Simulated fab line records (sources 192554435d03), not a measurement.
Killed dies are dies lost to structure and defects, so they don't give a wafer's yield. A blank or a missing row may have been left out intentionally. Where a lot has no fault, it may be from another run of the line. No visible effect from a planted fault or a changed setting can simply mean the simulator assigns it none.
Matching of chambers / flow n5_finfet / 4 sister chambers for N5_BEOL_M3_ETCH_64 on rie_diel-06
The step etches SOC in N2/H2, target depth 75 nm, overetch 15 nm, time 112.5 s. 18 wafers are shown with their chamber, then 9 later ones without.

## WAFERS WITH THEIR CHAMBER
wafer=L077.4; chamber=3; showerhead_plenum_p_Torr (Torr)=2.39; drypump_motor_current_A (A)=4.9; throttle_valve_pct (%)=18.13
wafer=L077.5; chamber=3; showerhead_plenum_p_Torr (Torr)=2.39; drypump_motor_current_A (A)=4.9; throttle_valve_pct (%)=18.14
wafer=L077.6; chamber=2; showerhead_plenum_p_Torr (Torr)=2.58; drypump_motor_current_A (A)=5.0; throttle_valve_pct (%)=17.65
wafer=L079.2; chamber=2; showerhead_plenum_p_Torr (Torr)=2.57; drypump_motor_current_A (A)=5.1; throttle_valve_pct (%)=17.66
wafer=L079.3; chamber=0; showerhead_plenum_p_Torr (Torr)=2.66; drypump_motor_current_A (A)=5.3; throttle_valve_pct (%)=17.86
wafer=L079.6; chamber=0; showerhead_plenum_p_Torr (Torr)=2.66; drypump_motor_current_A (A)=5.3; throttle_valve_pct (%)=17.87
wafer=L078.1; chamber=3; showerhead_plenum_p_Torr (Torr)=2.39; drypump_motor_current_A (A)=4.9; throttle_valve_pct (%)=18.15
wafer=L078.2; chamber=0; showerhead_plenum_p_Torr (Torr)=2.66; drypump_motor_current_A (A)=5.3; throttle_valve_pct (%)=17.86
wafer=L078.6; chamber=3; showerhead_plenum_p_Torr (Torr)=2.39; drypump_motor_current_A (A)=4.9; throttle_valve_pct (%)=18.15
wafer=L082.1; chamber=2; showerhead_plenum_p_Torr (Torr)=2.57; drypump_motor_current_A (A)=5.1; throttle_valve_pct (%)=17.66
wafer=L082.3; chamber=0; showerhead_plenum_p_Torr (Torr)=2.66; drypump_motor_current_A (A)=5.3; throttle_valve_pct (%)=17.88
wafer=L082.4; chamber=1; showerhead_plenum_p_Torr (Torr)=2.63; drypump_motor_current_A (A)=6.0; throttle_valve_pct (%)=18.20
wafer=L084.2; chamber=3; showerhead_plenum_p_Torr (Torr)=2.39; drypump_motor_current_A (A)=4.9; throttle_valve_pct (%)=18.16
wafer=L084.3; chamber=0; showerhead_plenum_p_Torr (Torr)=2.66; drypump_motor_current_A (A)=5.3; throttle_valve_pct (%)=17.89
wafer=L084.6; chamber=3; showerhead_plenum_p_Torr (Torr)=2.39; drypump_motor_current_A (A)=4.9; throttle_valve_pct (%)=18.16
wafer=L090.2; chamber=0; showerhead_plenum_p_Torr (Torr)=2.65; drypump_motor_current_A (A)=5.3; throttle_valve_pct (%)=17.89
wafer=L090.4; chamber=2; showerhead_plenum_p_Torr (Torr)=2.57; drypump_motor_current_A (A)=5.0; throttle_valve_pct (%)=17.69
wafer=L090.5; chamber=2; showerhead_plenum_p_Torr (Torr)=2.57; drypump_motor_current_A (A)=5.1; throttle_valve_pct (%)=17.70

SIGNATURES (means of the wafers above)
reading=showerhead_plenum_p_Torr; chamber 0=2.6583; chamber 1=2.6300; chamber 2=2.5720; chamber 3=2.3900; scatter within a chamber=0.00342
reading=drypump_motor_current_A; chamber 0=5.300; chamber 1=6.000; chamber 2=5.060; chamber 3=4.900; scatter within a chamber=0.0293
reading=throttle_valve_pct; chamber 0=17.8750; chamber 1=18.2000; chamber 2=17.6720; chamber 3=18.1483; scatter within a chamber=0.0158
Rule: for a wafer and a chamber, the distance is found by dividing, reading by reading, the gap between the wafer's reading and the chamber's mean by the reading's scatter, squaring, summing and taking the root. If the next closest chamber is less than 2 further off than the closest, the wafer can't be placed; otherwise it belongs to the closest. How the scatter is found: for the shown wafers, subtract from each reading the mean of its chamber, square and add these, divide the total by (wafers less chambers), then take the root.

## WAFERS WHOSE CHAMBER IS MISSING
wafer=L093.1; showerhead_plenum_p_Torr (Torr)=2.38; drypump_motor_current_A (A)=4.9; throttle_valve_pct (%)=18.19
wafer=L093.3; showerhead_plenum_p_Torr (Torr)=2.65; drypump_motor_current_A (A)=5.3; throttle_valve_pct (%)=17.90
wafer=L093.4; showerhead_plenum_p_Torr (Torr)=2.56; drypump_motor_current_A (A)=5.1; throttle_valve_pct (%)=17.68
wafer=L095.4; showerhead_plenum_p_Torr (Torr)=2.62; drypump_motor_current_A (A)=6.0; throttle_valve_pct (%)=18.24
wafer=L095.5; showerhead_plenum_p_Torr (Torr)=2.65; drypump_motor_current_A (A)=5.4; throttle_valve_pct (%)=17.93
wafer=L095.6; showerhead_plenum_p_Torr (Torr)=2.62; drypump_motor_current_A (A)=6.0; throttle_valve_pct (%)=18.24
wafer=L097.1; showerhead_plenum_p_Torr (Torr)=2.62; drypump_motor_current_A (A)=6.0; throttle_valve_pct (%)=18.26
wafer=L097.4; showerhead_plenum_p_Torr (Torr)=2.56; drypump_motor_current_A (A)=5.0; throttle_valve_pct (%)=17.72
wafer=L097.5; showerhead_plenum_p_Torr (Torr)=2.70; drypump_motor_current_A (A)=4.9; throttle_valve_pct (%)=17.76

## WHICH CHAMBER EACH WENT THROUGH
wafer=L093.1; from the rows above=3; in truth=3
wafer=L093.3; from the rows above=0; in truth=0
wafer=L093.4; from the rows above=2; in truth=2
wafer=L095.4; from the rows above=1; in truth=1
wafer=L095.5; from the rows above=0; in truth=0
wafer=L095.6; from the rows above=1; in truth=1
wafer=L097.1; from the rows above=1; in truth=1
wafer=L097.4; from the rows above=2; in truth=2
wafer=L097.5; from the rows above=0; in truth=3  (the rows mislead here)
Correct placement for 8 of the 9. Not placeable from these rows: 0. Wrongly placed: 1.
